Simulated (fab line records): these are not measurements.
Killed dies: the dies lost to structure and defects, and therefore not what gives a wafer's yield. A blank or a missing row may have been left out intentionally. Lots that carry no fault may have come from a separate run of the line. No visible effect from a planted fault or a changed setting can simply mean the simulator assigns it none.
fab line records	flow nand-harc
record: lots: 24	wafers: 72	last-day: 34
route steps=1302 shown A_M0@1159 A_M1@1180 HYBRID_BOND@1237 THIN_TSV@1245
lots with no fault: from the same line, run without faults
start-h: hours from the record's opening day to when the first of the lot's shown wafers began	wait-h: time in hours since the lot's previous step	" unchanged from the row above	L1.1+2: one row covering several wafers at once	- either no value or no given start	* or withheld: withheld	< > ~ a bound
route shown NAME@n: names a module that has steps shown in the file, with the first one's number in the route	usual: mean/standard deviation of fault-free wafers	same: alike in all rows	chamber/n: place in a boat	sites: per-site readings	_std_site: the values' standard deviation	_edge_site: mean of outer sites minus mean of inner sites	radius-mm: for every site, how far away it sits from the centre of the wafer	mask NAME#n: copy n	behind: tool/chamber where the wafer was last shaped	hold: the reason the lot was held/the length of the hold in hours/how it ended	device: which transistor (n, p or np) failed to switch	end of line: the tests these same wafers got at the end of their route	a step without rows: its recipe alone	killed: dies that structure and defects cost at the first sort, which is not the same as the wafer's yield	map: the dies of a wafer, with x for killed, . for not killed, _ for no die there
set.NAME: the setting as run; set.NAME@STEP: as run at that earlier step	model.NAME: the simulator's own value behind a step, which no gauge read
steps of the route over a sample of lots; a table a step, a row a wafer
services: when a tool's chamber went out of use (start-h, in hours from the record's first day, below 0 if earlier), for how many hours, and the reason
== steps ==
step: NHARC_A_M0_PVD_21
recipe: target-thk-a: 300	chamber-pressure-pa: 5	power-w: 5000	substrate-temp-c: 30	time-s: 20.49	material: Cu
usual: cathode-dc-power-W: 4999.9/0.93	throttle-valve-pct: 30.7/1
lot.wafer	tool	chamber	start-h	wait-h	cathode-dc-power-W	throttle-valve-pct
L074.2	pvd-sputter-01	-	-	-	5000.6	31.3
L074.6	"	-	"	"	5001.9	30.6
L074.5	"	-	"	"	4999.8	31.2
L075.2	pvd-sputter-02	-	-	-	5001.4	29.7
L075.6	"	-	"	"	5000.1	31.8
L075.5	"	-	"	"	4999.7	31.0
L076.1	pvd-sputter-01	-	-	-	4998.2	30.3
L076.2	"	-	"	"	4999.0	29.7
L076.6	"	-	"	"	4999.2	29.9
L077.3	pvd-sputter-03	-	-	-	5002.3	30.9
L077.1	"	-	"	"	5000.5	29.7
L077.5	"	-	"	"	5000.5	30.3
L078.4	pvd-sputter-03	-	-	-	5001.8	30.3
L078.2	"	-	"	"	5000.5	28.6
L078.3	"	-	"	"	4999.3	30.6
L080.3	pvd-sputter-02	-	-	-	5001.3	32.1
L080.5	"	-	"	"	5000.5	32.0
L080.6	"	-	"	"	4999.5	32.1
L079.4	pvd-sputter-02	-	-	-	5000.3	32.3
L079.3	"	-	"	"	5000.3	29.8
L079.2	"	-	"	"	4999.7	32.1
L081.4	pvd-sputter-03	-	-	-	4999.0	30.3
L081.6	"	-	"	"	5000.4	31.0
L081.5	"	-	"	"	5000.5	30.1
L082.4	pvd-sputter-02	-	-	-	5000.2	30.1
L082.2	"	-	"	"	5001.4	32.1
L082.1	"	-	"	"	4999.7	32.0
L083.2	pvd-sputter-03	-	-	-	4999.2	30.1
L083.3	"	-	"	"	4999.0	30.5
L083.6	"	-	"	"	4999.2	31.0
L085.1	pvd-sputter-02	-	-	-	5000.0	29.8
L085.3	"	-	"	"	5001.9	31.8
L085.6	"	-	"	"	4999.7	29.8
L084.4	pvd-sputter-02	-	-	-	5000.4	31.3
L084.2	"	-	"	"	4999.8	30.0
L084.5	"	-	"	"	5000.0	29.9
L086.4	pvd-sputter-02	-	-	-	4999.5	31.9
L086.2	"	-	"	"	5001.3	29.8
L086.5	"	-	"	"	5000.3	31.8
L087.3	pvd-sputter-02	-	-	-	4999.7	31.4
L087.1	"	-	"	"	5000.7	32.2
L087.4	"	-	"	"	4999.3	29.4
L088.1	pvd-sputter-02	-	-	-	4998.2	31.4
L088.6	"	-	"	"	5000.0	29.4
L088.5	"	-	"	"	4999.7	31.9
L090.4	pvd-sputter-02	-	-	-	5001.1	32.0
L090.1	"	-	"	"	5000.4	29.6
L090.6	"	-	"	"	5000.6	31.5
L089.1	pvd-sputter-03	-	-	-	4997.5	30.0
L089.4	"	-	"	"	4997.0	28.7
L089.5	"	-	"	"	4999.8	30.2
L092.4	pvd-sputter-01	-	-	-	5000.0	30.7
L092.2	"	-	"	"	4998.4	29.6
L092.5	"	-	"	"	4999.5	30.9
L091.2	pvd-sputter-01	-	-	-	4999.5	31.3
L091.3	"	-	"	"	4999.2	29.7
L091.6	"	-	"	"	4999.3	28.8
L094.4	pvd-sputter-01	-	-	-	4999.2	30.2
L094.1	"	-	"	"	4999.1	29.8
L094.6	"	-	"	"	4999.0	29.8
L093.4	pvd-sputter-01	-	-	-	4999.8	31.4
L093.6	"	-	"	"	4999.5	30.8
L093.5	"	-	"	"	4999.9	30.1
L095.3	pvd-sputter-01	-	-	-	4998.8	30.8
L095.1	"	-	"	"	4998.8	29.7
L095.6	"	-	"	"	5000.1	31.4
L096.4	pvd-sputter-01	-	-	-	5000.3	30.8
L096.1	"	-	"	"	5000.8	29.7
L096.6	"	-	"	"	4999.2	31.1
L097.3	pvd-sputter-02	-	-	-	5000.5	29.5
L097.2	"	-	"	"	5000.1	31.9
L097.5	"	-	"	"	4999.2	31.7
step: NHARC_A_M0_THK_MEAS_24
recipe: thk-meas-gauge: xrf
usual: thk-nm: 113.8/1.6
lot.wafer	tool	chamber	start-h	wait-h	thk-nm
L074.2	film-metro-02	-	515.64	-	115.6
L074.5	"	-	"	"	116.3
L074.6	"	-	"	"	116.9
L075.2	film-metro-01	-	530.90	-	115.5
L075.5	"	-	"	"	112.3
L075.6	"	-	"	"	114.4
L076.1	film-metro-02	-	551.01	-	114.4
L076.2	"	-	"	"	113.2
L076.6	"	-	"	"	113.6
L077.1	film-metro-02	-	555.92	-	113.6
L077.3	"	-	"	"	110.8
L077.5	"	-	"	"	111.1
L078.2	film-metro-02	-	557.59	-	114.2
L078.3	"	-	"	"	110.4
L078.4	"	-	"	"	113.2
L080.3	film-metro-02	-	591.03	-	113.6
L080.5	"	-	"	"	113.0
L080.6	"	-	"	"	113.2
L079.2	film-metro-01	-	591.63	-	111.6
L079.3	"	-	"	"	112.8
L079.4	"	-	"	"	113.1
L081.4	film-metro-01	-	594.46	-	113.9
L081.5	"	-	"	"	115.5
L081.6	"	-	"	"	114.5
L082.1	film-metro-02	-	606.16	-	116.0
L082.2	"	-	"	"	114.3
L082.4	"	-	"	"	113.8
L083.2	film-metro-02	-	614.21	-	113.2
L083.3	"	-	"	"	113.1
L083.6	"	-	"	"	111.5
L085.1	film-metro-01	-	628.17	-	112.7
L085.3	"	-	"	"	112.7
L085.6	"	-	"	"	114.4
L084.2	film-metro-01	-	632.74	-	114.2
L084.4	"	-	"	"	115.6
L084.5	"	-	"	"	114.7
L086.2	film-metro-01	-	640.48	-	110.6
L086.4	"	-	"	"	115.6
L086.5	"	-	"	"	111.2
L087.1	film-metro-02	-	652.76	-	113.6
L087.3	"	-	"	"	114.1
L087.4	"	-	"	"	117.3
L088.1	film-metro-02	-	653.90	-	116.6
L088.5	"	-	"	"	114.7
L088.6	"	-	"	"	116.0
L090.1	film-metro-01	-	669.89	-	116.6
L090.4	"	-	"	"	113.4
L090.6	"	-	"	"	114.7
L089.1	film-metro-01	-	674.47	-	110.5
L089.4	"	-	"	"	113.6
L089.5	"	-	"	"	113.8
L092.2	film-metro-02	-	697.84	-	115.1
L092.4	"	-	"	"	112.3
L092.5	"	-	"	"	113.6
L091.2	film-metro-02	-	708.02	-	118.0
L091.3	"	-	"	"	114.7
L091.6	"	-	"	"	114.6
L094.1	film-metro-02	-	721.54	-	115.7
L094.4	"	-	"	"	113.4
L094.6	"	-	"	"	114.2
L093.4	film-metro-02	-	724.34	-	114.9
L093.5	"	-	"	"	114.1
L093.6	"	-	"	"	112.7
L095.1	film-metro-02	-	741.35	-	111.3
L095.3	"	-	"	"	113.2
L095.6	"	-	"	"	112.4
L096.1	film-metro-02	-	758.06	-	115.3
L096.4	"	-	"	"	112.0
L096.6	"	-	"	"	113.5
L097.2	film-metro-02	-	774.69	-	110.0
L097.3	"	-	"	"	112.7
L097.5	"	-	"	"	112.4
step: NHARC_A_M1_OVL_MEAS_10
recipe: pitch-nm: 240
usual: overlay-x-nm: 0.3/0.74	overlay-y-nm: 0.3/0.67
lot.wafer	tool	chamber	start-h	wait-h	overlay-x-nm	overlay-y-nm
L074.2	overlay-01	-	517.18	-	1.1	0.1
L074.5	"	-	"	"	1.5	0.1
L074.6	"	-	"	"	1.5	0.2
L075.2	overlay-02	-	532.53	-	-0.3	-0.4
L075.5	"	-	"	"	-0.6	0.4
L075.6	"	-	"	"	-0.8	0.2
L076.1	overlay-01	-	553.16	-	1.0	0.2
L076.2	"	-	"	"	0.6	0.6
L076.6	"	-	"	"	0.5	0.9
L077.1	overlay-02	-	557.55	-	0.5	0.7
L077.3	"	-	"	"	1.2	0.6
L077.5	"	-	"	"	0.8	0.7
L078.2	overlay-01	-	559.65	-	0.2	0.2
L078.3	"	-	"	"	-0.7	0.6
L078.4	"	-	"	"	-0.4	-0.1
L080.3	overlay-02	-	592.55	-	0.7	0.5
L080.5	"	-	"	"	0.8	0.9
L080.6	"	-	"	"	1.1	0.5
L079.2	overlay-01	-	593.31	-	0.0	-0.7
L079.3	"	-	"	"	-0.4	-0.4
L079.4	"	-	"	"	-0.1	0.0
L081.4	overlay-02	-	596.06	-	0.3	1.0
L081.5	"	-	"	"	-0.3	0.8
L081.6	"	-	"	"	-0.3	0.5
L082.1	overlay-01	-	607.80	-	0.6	-0.6
L082.2	"	-	"	"	0.7	-0.3
L082.4	"	-	"	"	0.5	-0.2
L083.2	overlay-02	-	615.85	-	0.2	0.8
L083.3	"	-	"	"	0.2	0.8
L083.6	"	-	"	"	0.3	0.8
L085.1	overlay-01	-	629.68	-	0.1	-0.1
L085.3	"	-	"	"	0.0	-0.7
L085.6	"	-	"	"	-0.1	-0.4
L084.2	overlay-02	-	634.27	-	-0.1	-0.1
L084.4	"	-	"	"	-0.4	-0.8
L084.5	"	-	"	"	-0.8	-0.6
L086.2	overlay-02	-	642.12	-	0.3	0.2
L086.4	"	-	"	"	0.0	0.4
L086.5	"	-	"	"	0.6	0.1
L087.1	overlay-01	-	654.42	-	1.1	0.6
L087.3	"	-	"	"	1.0	0.6
L087.4	"	-	"	"	0.3	0.3
L088.1	overlay-01	-	655.54	-	0.8	2.1
L088.5	"	-	"	"	1.0	1.7
L088.6	"	-	"	"	1.1	1.7
L090.1	overlay-01	-	671.62	-	1.1	1.3
L090.4	"	-	"	"	0.7	1.1
L090.6	"	-	"	"	0.6	0.8
L089.1	overlay-01	-	676.31	-	-0.6	1.4
L089.4	"	-	"	"	-0.8	1.2
L089.5	"	-	"	"	-0.6	1.3
L092.2	overlay-01	-	699.53	-	0.3	-0.4
L092.4	"	-	"	"	0.1	-1.0
L092.5	"	-	"	"	-0.9	-1.0
L091.2	overlay-01	-	709.66	-	0.6	-0.6
L091.3	"	-	"	"	1.3	-0.7
L091.6	"	-	"	"	0.6	-0.7
L094.1	overlay-01	-	723.18	-	-1.1	0.4
L094.4	"	-	"	"	-1.7	-0.2
L094.6	"	-	"	"	-1.1	0.2
L093.4	overlay-01	-	725.97	-	0.6	0.3
L093.5	"	-	"	"	0.1	0.2
L093.6	"	-	"	"	0.3	0.1
L095.1	overlay-02	-	742.86	-	0.5	0.8
L095.3	"	-	"	"	0.4	1.4
L095.6	"	-	"	"	0.9	1.4
L096.1	overlay-02	-	759.78	-	0.7	0.5
L096.4	"	-	"	"	1.0	0.6
L096.6	"	-	"	"	0.5	0.5
L097.2	overlay-02	-	776.21	-	1.5	0.4
L097.3	"	-	"	"	1.3	-0.2
L097.5	"	-	"	"	0.7	-0.2
step: NHARC_A_M1_PVD_21
recipe: target-thk-a: 300	chamber-pressure-pa: 5	power-w: 5000	substrate-temp-c: 30	time-s: 20.49	material: Cu
usual: cathode-dc-power-W: 4999.9/0.89	throttle-valve-pct: 30.5/0.98
lot.wafer	tool	chamber	start-h	wait-h	cathode-dc-power-W	throttle-valve-pct
L074.2	pvd-sputter-01	-	-	-	4998.6	29.5
L074.5	"	-	"	"	5000.1	30.3
L074.6	"	-	"	"	4999.2	31.6
L075.2	pvd-sputter-02	-	-	-	5000.6	32.1
L075.5	"	-	"	"	5001.2	32.3
L075.6	"	-	"	"	5000.6	31.0
L076.1	pvd-sputter-01	-	-	-	4999.4	29.7
L076.2	"	-	"	"	4998.4	30.4
L076.6	"	-	"	"	5000.6	29.9
L077.1	pvd-sputter-02	-	-	-	5000.4	31.6
L077.3	"	-	"	"	4999.0	30.9
L077.5	"	-	"	"	5000.6	32.0
L078.2	pvd-sputter-02	-	-	-	5000.4	29.9
L078.4	"	-	"	"	4998.4	32.2
L078.3	"	-	"	"	4999.8	31.2
L080.3	pvd-sputter-02	-	-	-	4999.8	32.3
L080.6	"	-	"	"	4999.7	29.8
L080.5	"	-	"	"	5000.8	31.8
L079.3	pvd-sputter-03	-	-	-	4998.5	28.3
L079.4	"	-	"	"	5000.9	31.1
L079.2	"	-	"	"	4999.9	30.3
L081.4	pvd-sputter-03	-	-	-	5000.8	31.0
L081.5	"	-	"	"	5001.8	30.0
L081.6	"	-	"	"	5000.9	30.5
L082.1	pvd-sputter-03	-	-	-	5000.2	28.5
L082.4	"	-	"	"	4999.6	30.9
L082.2	"	-	"	"	4999.0	30.3
L083.2	pvd-sputter-03	-	-	-	5000.6	30.8
L083.3	"	-	"	"	4998.1	30.3
L083.6	"	-	"	"	5000.3	30.9
L085.3	pvd-sputter-03	-	-	-	4999.7	28.6
L085.1	"	-	"	"	4998.7	30.9
L085.6	"	-	"	"	5002.1	30.3
L084.4	pvd-sputter-03	-	-	-	4998.7	30.5
L084.2	"	-	"	"	5001.2	30.1
L084.5	"	-	"	"	5000.7	28.3
L086.2	pvd-sputter-03	-	-	-	4999.7	30.3
L086.4	"	-	"	"	5001.8	30.4
L086.5	"	-	"	"	5000.5	30.5
L087.1	pvd-sputter-03	-	-	-	5000.3	31.0
L087.3	"	-	"	"	4999.1	30.2
L087.4	"	-	"	"	5000.0	30.6
L088.1	pvd-sputter-03	-	-	-	4999.9	30.0
L088.6	"	-	"	"	5000.9	30.1
L088.5	"	-	"	"	4999.4	30.5
L090.1	pvd-sputter-02	-	-	-	5000.2	29.6
L090.4	"	-	"	"	5000.8	31.0
L090.6	"	-	"	"	4999.6	29.6
L089.4	pvd-sputter-03	-	-	-	4999.4	30.9
L089.1	"	-	"	"	4999.9	28.5
L089.5	"	-	"	"	5000.3	29.8
L092.4	pvd-sputter-03	-	-	-	4999.2	30.7
L092.2	"	-	"	"	4999.8	28.8
L092.5	"	-	"	"	4999.1	30.9
L091.3	pvd-sputter-01	-	-	-	5001.6	31.3
L091.2	"	-	"	"	5000.2	30.7
L091.6	"	-	"	"	5000.1	30.9
L094.4	pvd-sputter-02	-	-	-	4999.4	31.5
L094.1	"	-	"	"	5001.2	32.2
L094.6	"	-	"	"	4999.8	31.1
L093.4	pvd-sputter-01	-	-	-	4999.7	31.2
L093.6	"	-	"	"	4999.1	30.9
L093.5	"	-	"	"	4999.5	29.7
L095.3	pvd-sputter-01	-	-	-	5000.2	31.1
L095.1	"	-	"	"	5000.7	28.9
L095.6	"	-	"	"	4998.3	31.1
L096.1	pvd-sputter-01	-	-	-	5000.5	29.5
L096.4	"	-	"	"	4999.5	31.2
L096.6	"	-	"	"	5000.3	29.6
L097.2	pvd-sputter-02	-	-	-	5000.1	32.0
L097.3	"	-	"	"	5001.1	31.5
L097.5	"	-	"	"	4999.8	31.2
step: NHARC_HYBRID_BOND_ACTIVATE_00
recipe: time-s: 60	n2-flow-sccm: 200	ar-flow-sccm: 0	bias-power-w: 0	chemistry: N2
usual: drypump-motor-current-A: 5.8/0.39	oes-product-au: 1.003/0.01	rf-vpp-V: 64.2/0.86	showerhead-plenum-p-Torr: 1.77/0.074
lot.wafer	tool	chamber	start-h	wait-h	drypump-motor-current-A	oes-product-au	rf-hours-counter-h	rf-vpp-V	showerhead-plenum-p-Torr
L074.2	rie-diel-05	2	524.83	0.1	6.1	0.991	39	64.4	1.68
L074.5	"	0	"	"	5.8	1.001	-	62.7	1.72
L074.6	"	1	"	"	6.0	0.994	-	65.3	1.71
L075.2	rie-diel-11	3	539.96	0.1	5.4	0.993	9	64.0	1.76
L075.5	"	2	"	"	5.1	1.016	-	63.6	1.79
L075.6	"	3	"	"	5.4	1.005	-	63.9	1.76
L076.1	rie-diel-11	2	560.86	0.1	5.2	1.012	11	64.1	1.79
L076.2	"	3	"	"	5.5	0.996	10	64.8	1.76
L076.6	"	2	"	"	5.2	1.011	-	63.7	1.79
L077.1	rie-diel-11	3	565.21	0.1	5.4	0.991	10	65.3	1.76
L077.3	"	0	"	"	5.7	0.994	10	64.4	1.71
L077.5	"	3	"	"	5.5	0.993	-	63.7	1.76
L078.4	rie-diel-11	3	567.17	0.1	5.4	0.999	11	63.6	1.76
L078.2	"	0	"	"	5.7	0.998	10	64.0	1.71
L078.3	"	1	"	"	5.8	1.002	11	63.2	1.83
L080.3	rie-diel-11	1	600.11	0.1	5.9	1.005	13	65.1	1.83
L080.6	"	3	"	"	5.4	0.994	-	63.3	1.76
L080.5	"	0	"	"	5.7	0.998	-	64.3	1.71
L079.3	rie-diel-11	3	600.88	0.1	5.4	0.983	13	63.6	1.76
L079.2	"	0	"	"	5.7	0.993	12	63.5	1.71
L079.4	"	1	"	"	5.8	0.997	13	64.6	1.83
L081.4	rie-diel-08	3	603.88	0.1	6.3	1.009	17	64.2	1.68
L081.6	"	1	"	"	5.9	1.018	-	65.4	1.88
L081.5	"	2	"	"	6.3	1.016	-	65.8	1.90
L082.2	rie-diel-08	2	615.26	0.1	6.3	1.012	21	64.9	1.90
L082.1	"	1	"	"	5.9	1.011	20	66.1	1.88
L082.4	"	1	"	"	5.9	1.008	-	64.6	1.88
L083.2	rie-diel-05	0	623.31	0.1	5.8	1.008	8	64.0	1.72
L083.3	"	1	"	"	6.1	1.014	8	64.5	1.70
L083.6	"	2	"	"	6.1	1.007	-	63.3	1.67
L085.3	rie-diel-11	1	637.12	0.1	5.8	1.002	2	65.2	1.83
L085.1	"	3	"	"	5.4	0.998	2	65.0	1.76
L085.6	"	1	"	"	5.9	1.007	-	63.6	1.83
L084.2	rie-diel-11	0	641.72	0.1	5.7	1.011	2	63.3	1.70
L084.4	"	3	"	"	5.4	0.987	2	63.7	1.76
L084.5	"	1	"	"	5.8	1.008	-	65.6	1.83
L086.4	rie-diel-08	1	649.52	0.1	5.9	1.010	33	65.9	1.87
L086.2	"	2	"	"	6.3	0.993	35	64.7	1.89
L086.5	"	1	"	"	5.9	1.008	-	64.5	1.87
L087.1	rie-diel-05	0	661.90	0.1	5.8	0.994	19	64.3	1.71
L087.3	"	1	"	"	6.1	1.009	21	62.1	1.70
L087.4	"	2	"	"	6.1	0.986	23	64.1	1.66
L088.1	rie-diel-08	0	663.21	0.1	6.4	1.005	33	64.4	1.76
L088.6	"	1	"	"	5.9	1.017	-	63.8	1.87
L088.5	"	2	"	"	6.3	0.979	-	64.5	1.89
L090.1	rie-diel-11	0	679.51	0.1	5.7	0.994	6	62.2	1.70
L090.4	"	3	"	"	5.4	0.991	5	65.0	1.75
L090.6	"	1	"	"	5.9	0.986	-	63.8	1.82
L089.4	rie-diel-11	3	683.77	0.1	5.5	0.996	5	63.6	1.75
L089.1	"	1	"	"	5.9	0.994	6	63.5	1.82
L089.5	"	3	"	"	5.5	0.989	-	63.6	1.75
L092.2	rie-diel-05	2	707.03	0.1	6.1	0.975	37	63.8	1.66
L092.4	"	3	"	"	6.4	1.005	36	65.2	1.89
L092.5	"	2	"	"	6.1	0.980	-	62.8	1.66
L091.3	rie-diel-11	2	717.12	0.1	5.1	0.990	8	65.4	1.78
L091.2	"	3	"	"	5.4	0.992	9	62.7	1.75
L091.6	"	1	"	"	5.9	1.007	-	63.6	1.82
L094.1	rie-diel-11	0	730.69	0.1	5.7	0.988	10	62.6	1.70
L094.4	"	3	"	"	5.4	0.988	9	64.9	1.75
L094.6	"	1	"	"	5.9	1.006	-	64.0	1.82
L093.4	rie-diel-08	0	733.42	0.1	6.4	1.005	0	64.8	1.75
L093.5	"	0	"	"	6.4	0.987	-	64.6	1.75
L093.6	"	1	"	"	5.9	1.016	-	64.8	1.86
L095.1	rie-diel-11	3	750.28	0.1	5.5	0.997	11	63.9	1.75
L095.3	"	1	"	"	5.9	1.005	11	63.5	1.82
L095.6	"	0	"	"	5.7	0.998	-	63.7	1.70
L096.4	rie-diel-08	3	767.08	0.1	6.3	1.018	12	64.8	1.66
L096.1	"	1	"	"	5.9	1.022	12	64.1	1.86
L096.6	"	2	"	"	6.3	1.009	-	66.0	1.88
L097.3	rie-diel-05	0	783.78	0.1	5.8	1.011	5	64.0	1.70
L097.2	"	1	"	"	6.1	0.999	6	63.7	1.69
L097.5	"	2	"	"	6.1	1.007	-	63.3	1.65
step: NHARC_THIN_TSV_CMP_01
recipe: target-thk-um: 3
usual: motor-current-A: 11.9/1.4	slurry-filter-dp-kPa: 13.49/0.14
lot.wafer	tool	chamber	start-h	wait-h	motor-current-A	slurry-filter-dp-kPa
L074.2	cmp-04	0	536.14	0.9	11.6	13.44
L074.6	"	1	"	"	12.7	13.61
L074.5	"	2	"	"	10.8	13.30
L075.2	cmp-03	1	550.93	0.9	10.5	13.41
L075.6	"	3	"	"	12.2	13.53
L075.5	"	0	"	"	15.5	13.31
L076.2	cmp-03	1	571.73	0.9	10.1	13.62
L076.1	"	2	"	"	11.5	13.68
L076.6	"	0	"	"	14.9	13.68
L077.1	cmp-04	2	575.83	1.0	10.9	13.47
L077.3	"	1	"	"	12.9	13.75
L077.5	"	2	"	"	11.2	13.58
L078.4	cmp-03	1	577.02	0.4	10.3	13.46
L078.3	"	2	"	"	11.1	13.42
L078.2	"	3	"	"	11.3	13.55
L080.3	cmp-04	0	610.90	0.6	12.1	13.48
L080.5	"	3	"	"	10.7	13.47
L080.6	"	0	"	"	11.8	13.41
L079.3	cmp-04	0	612.08	0.6	11.7	13.56
L079.4	"	1	"	"	13.3	13.53
L079.2	"	3	"	"	10.6	13.57
L081.4	cmp-03	2	615.00	0.5	11.2	13.40
L081.6	"	0	"	"	14.8	13.65
L081.5	"	1	"	"	10.8	13.41
L082.2	cmp-03	2	626.38	0.8	12.0	13.59
L082.1	"	3	"	"	11.1	13.47
L082.4	"	1	"	"	10.4	13.47
L083.3	cmp-01	0	634.22	0.7	12.9	13.66
L083.2	"	2	"	"	12.7	13.70
L083.6	"	3	"	"	10.4	13.45
L085.3	cmp-04	0	647.96	0.7	11.9	13.60
L085.1	"	1	"	"	12.4	13.36
L085.6	"	2	"	"	11.7	13.42
L084.4	cmp-03	0	654.55	0.4	15.2	13.53
L084.2	"	3	"	"	11.5	13.47
L084.5	"	0	"	"	15.6	13.78
L086.4	cmp-04	1	662.48	0.4	12.9	13.18
L086.2	"	2	"	"	11.2	13.71
L086.5	"	2	"	"	11.2	13.21
L087.1	cmp-04	1	676.51	1.0	12.3	13.46
L087.4	"	2	"	"	10.7	13.42
L087.3	"	3	"	"	10.8	13.54
L088.1	cmp-04	1	677.74	1.1	12.6	13.50
L088.5	"	0	"	"	11.5	13.59
L088.6	"	1	"	"	12.8	13.60
L090.1	cmp-03	2	692.98	1.0	12.5	13.39
L090.4	"	0	"	"	15.8	13.31
L090.6	"	2	"	"	11.8	13.34
L089.4	cmp-03	0	694.22	0.5	15.2	13.53
L089.1	"	1	"	"	10.2	13.48
L089.5	"	2	"	"	11.5	13.45
L092.4	cmp-01	0	717.92	0.5	12.8	13.64
L092.2	"	1	"	"	11.9	13.37
L092.5	"	0	"	"	13.1	13.43
L091.3	cmp-03	2	727.97	0.6	11.1	13.61
L091.2	"	1	"	"	10.3	13.57
L091.6	"	3	"	"	11.3	13.40
L093.4	cmp-04	1	745.31	0.5	13.0	13.44
L093.5	"	2	"	"	10.9	13.43
L093.6	"	3	"	"	10.6	13.39
L094.1	cmp-04	3	746.41	1.0	10.3	13.23
L094.4	"	2	"	"	11.1	13.45
L094.6	"	0	"	"	11.5	13.39
L095.1	cmp-03	3	761.51	1.1	11.2	13.25
L095.3	"	0	"	"	15.5	13.49
L095.6	"	2	"	"	11.3	13.55
L096.4	cmp-04	2	778.86	0.5	10.4	13.38
L096.1	"	0	"	"	11.5	13.40
L096.6	"	1	"	"	12.9	13.69
L097.3	cmp-01	0	796.76	0.6	12.8	13.65
L097.2	"	1	"	"	12.2	13.61
L097.5	"	0	"	"	13.0	13.65
== services ==
tool	chamber	start-h	hours	kind
pvd-sputter-03	-	503.13	0.6	repair
cmp-04	-	503.21	4.0	pm
pvd-sputter-02	-	514.88	1.3	repair
pvd-sputter-03	-	526.14	10.0	pm
cmp-04	-	530.37	1.5	repair
cmp-04	-	540.13	0.9	repair
rie-diel-11	0	547.04	3.9	repair
pvd-sputter-03	-	558.22	1.5	repair
pvd-sputter-01	-	565.91	27.1	repair
pvd-sputter-03	-	573.89	4.1	repair
pvd-sputter-01	-	593.01	10.0	pm
cmp-04	-	601.21	4.0	pm
rie-diel-11	-	609.50	9.0	pm
pvd-sputter-02	-	639.67	10.0	pm
pvd-sputter-03	-	704.14	10.0	pm
pvd-sputter-03	-	731.36	42.5	repair
rie-diel-11	-	738.22	0.6	repair
rie-diel-11	0	753.48	14.8	repair
pvd-sputter-01	-	758.24	1.0	repair
pvd-sputter-02	-	768.80	4.0	repair
pvd-sputter-01	-	771.07	10.0	pm
rie-diel-11	2	783.93	17.3	repair
rie-diel-11	3	784.97	4.9	repair
rie-diel-11	-	786.50	9.0	pm
== key ==
fault none
